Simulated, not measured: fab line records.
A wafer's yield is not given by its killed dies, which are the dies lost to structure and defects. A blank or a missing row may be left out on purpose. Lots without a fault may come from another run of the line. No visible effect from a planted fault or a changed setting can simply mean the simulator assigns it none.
Which tool did it? / flow nand_harc / 42 wafers from 14 lots sampled at 4 of the route's 1159 steps

== WHAT THE GAUGES SHOWED, per wafer ==
NHARC_A_BONDPAD_THK_MEAS_20: measures by xrf.
lot=L271; measured=day 18 11:32; on=film_metro-01; thk_nm (nm)=170.0 167.8 173.7
lot=L272; measured=day 18 13:05; on=film_metro-02; thk_nm (nm)=172.5 171.7 170.2
lot=L273; measured=day 18 23:39; on=film_metro-02; thk_nm (nm)=173.2 171.2 169.1
lot=L276; measured=day 19 18:38; on=film_metro-02; thk_nm (nm)=173.2 170.7 171.2
lot=L278; measured=day 19 15:11; on=film_metro-02; thk_nm (nm)=169.8 169.7 168.9
lot=L280; measured=day 20 11:38; on=film_metro-02; thk_nm (nm)=168.8 169.8 169.7
lot=L279; measured=day 20 12:23; on=film_metro-01; thk_nm (nm)=168.6 168.4 171.0
lot=L281; measured=day 20 16:34; on=film_metro-02; thk_nm (nm)=169.9 170.1 168.8
lot=L283; measured=day 20 23:44; on=film_metro-01; thk_nm (nm)=171.6 172.4 171.5
lot=L282; measured=day 20 19:40; on=film_metro-01; thk_nm (nm)=169.3 168.1 172.1
lot=L285; measured=day 21 08:23; on=film_metro-01; thk_nm (nm)=170.6 171.7 169.3
lot=L284; measured=day 21 07:02; on=film_metro-02; thk_nm (nm)=172.0 170.5 170.2
lot=L292; measured=day 23 09:46; on=film_metro-02; thk_nm (nm)=171.0 171.0 170.0
lot=L293; measured=day 23 06:32; on=film_metro-02; thk_nm (nm)=166.6 170.8 170.9

NHARC_END_SORT_01.
lot=L292; measured=day 24 15:59; on=prober-02; killed_at_array=114 109 119; killed_at_other=0 0 1; killed_at_periphery=3 4 2; killed_dies=117 113 122; killed_open=4 2 5; killed_short=1 2 1
lot=L293; measured=day 24 16:50; on=prober-01; killed_at_array=131 127 135; killed_at_other=0 0 1; killed_at_periphery=3 4 3; killed_dies=134 131 139; killed_open=4 6 3; killed_short=3 2 6

== EACH LOT AND THE TOOL THAT RAN IT (in order: tool; ch and the chambers of the sampled wafers; start) ==
lot=L271; NHARC_A_ONON_D1_DEP_12=pecvd_onon-04 ch 0, day 7 14:02; NHARC_A_BONDPAD_PVD_27=pvd_sputter-01, day 18 11:32 or earlier
lot=L272; NHARC_A_ONON_D1_DEP_12=pecvd_onon-04 ch 0, day 8 02:00; NHARC_A_BONDPAD_PVD_27=pvd_sputter-03, day 18 13:05 or earlier
lot=L273; NHARC_A_ONON_D1_DEP_12=pecvd_onon-01 ch 0, day 8 06:03; NHARC_A_BONDPAD_PVD_27=pvd_sputter-03, day 18 23:39 or earlier
lot=L276; NHARC_A_ONON_D1_DEP_12=pecvd_onon-03 ch 0, day 9 07:01; NHARC_A_BONDPAD_PVD_27=pvd_sputter-03, day 19 18:38 or earlier
lot=L278; NHARC_A_ONON_D1_DEP_12=pecvd_onon-03 ch 0, day 9 07:26; NHARC_A_BONDPAD_PVD_27=pvd_sputter-02, day 19 15:11 or earlier
lot=L280; NHARC_A_ONON_D1_DEP_12=pecvd_onon-01 ch 0, day 10 01:48; NHARC_A_BONDPAD_PVD_27=pvd_sputter-01, day 20 11:38 or earlier
lot=L279; NHARC_A_ONON_D1_DEP_12=pecvd_onon-03 ch 0, day 10 01:59; NHARC_A_BONDPAD_PVD_27=pvd_sputter-01, day 20 12:23 or earlier
lot=L281; NHARC_A_ONON_D1_DEP_12=pecvd_onon-03 ch 0, day 10 11:20; NHARC_A_BONDPAD_PVD_27=pvd_sputter-01, day 20 16:34 or earlier
lot=L283; NHARC_A_ONON_D1_DEP_12=pecvd_onon-03 ch 0, day 10 20:11; NHARC_A_BONDPAD_PVD_27=pvd_sputter-01, day 20 23:44 or earlier
lot=L282; NHARC_A_ONON_D1_DEP_12=pecvd_onon-04 ch 0, day 10 20:14; NHARC_A_BONDPAD_PVD_27=pvd_sputter-01, day 20 19:40 or earlier
lot=L285; NHARC_A_ONON_D1_DEP_12=pecvd_onon-03 ch 0, day 11 10:01; NHARC_A_BONDPAD_PVD_27=pvd_sputter-02, day 21 08:23 or earlier
lot=L284; NHARC_A_ONON_D1_DEP_12=pecvd_onon-01 ch 0, day 11 10:04; NHARC_A_BONDPAD_PVD_27=pvd_sputter-03, day 21 07:02 or earlier
lot=L292; NHARC_A_ONON_D1_DEP_12=pecvd_onon-03 ch 0, day 12 17:02; NHARC_A_BONDPAD_PVD_27=pvd_sputter-03, day 23 09:46 or earlier
lot=L293; NHARC_A_ONON_D1_DEP_12=pecvd_onon-03 ch 0, day 12 22:56; NHARC_A_BONDPAD_PVD_27=pvd_sputter-02, day 23 06:32 or earlier
- NHARC_A_ONON_D1_DEP_12: target thk 1000 nm.
- NHARC_A_BONDPAD_PVD_27: deposits Cu, target thk 30 nm, time 20.49 s.

== WHAT THE TOOLS THEMSELVES READ (means of the sampled wafers that have a number; where no wafer has one, the mark that the record gives instead) ==
NHARC_A_BONDPAD_PVD_27.
lot=L271; tool=pvd_sputter-01; throttle_valve_pct (%)=29.7
lot=L272; tool=pvd_sputter-03; throttle_valve_pct (%)=30.5
lot=L273; tool=pvd_sputter-03; throttle_valve_pct (%)=29.8
lot=L276; tool=pvd_sputter-03; throttle_valve_pct (%)=30.5
lot=L278; tool=pvd_sputter-02; throttle_valve_pct (%)=29.2
lot=L280; tool=pvd_sputter-01; throttle_valve_pct (%)=30.0
lot=L279; tool=pvd_sputter-01; throttle_valve_pct (%)=29.8
lot=L281; tool=pvd_sputter-01; throttle_valve_pct (%)=29.9
lot=L283; tool=pvd_sputter-01; throttle_valve_pct (%)=29.6
lot=L282; tool=pvd_sputter-01; throttle_valve_pct (%)=29.9
lot=L285; tool=pvd_sputter-02; throttle_valve_pct (%)=30.0
lot=L284; tool=pvd_sputter-03; throttle_valve_pct (%)=30.3
lot=L292; tool=pvd_sputter-03; throttle_valve_pct (%)=30.2
lot=L293; tool=pvd_sputter-02; throttle_valve_pct (%)=29.9

== THE ANSWER, worked out from the rows above alone ==
Rule: the lots themselves supply what counts as usual. Put in order of their means at a reading, lots are off if they are a third of the lots or fewer, leave a main group of 4 or more, and stand apart from it by a gap of 3 or more times the standard deviation of the main group's means; of several such gaps the widest counts. A main group is skipped when, at the precision printed for the reading in the tables above, its means are all equal. Also off: a lot with no number at a reading for which 4 or more lots have one. The other lots that the step has rows for count as sound. After the gauges, taken in route order, come the tools' own readings; for these a lot's mean is taken, as printed above. The first step at which some lot is off is used, and at that step the reading that is off furthest; a lot without a number counts as furthest.
No lot is off on any of the readings shown, so nothing can be concluded from this.

== WHAT THE SIMULATOR PUT IN ==
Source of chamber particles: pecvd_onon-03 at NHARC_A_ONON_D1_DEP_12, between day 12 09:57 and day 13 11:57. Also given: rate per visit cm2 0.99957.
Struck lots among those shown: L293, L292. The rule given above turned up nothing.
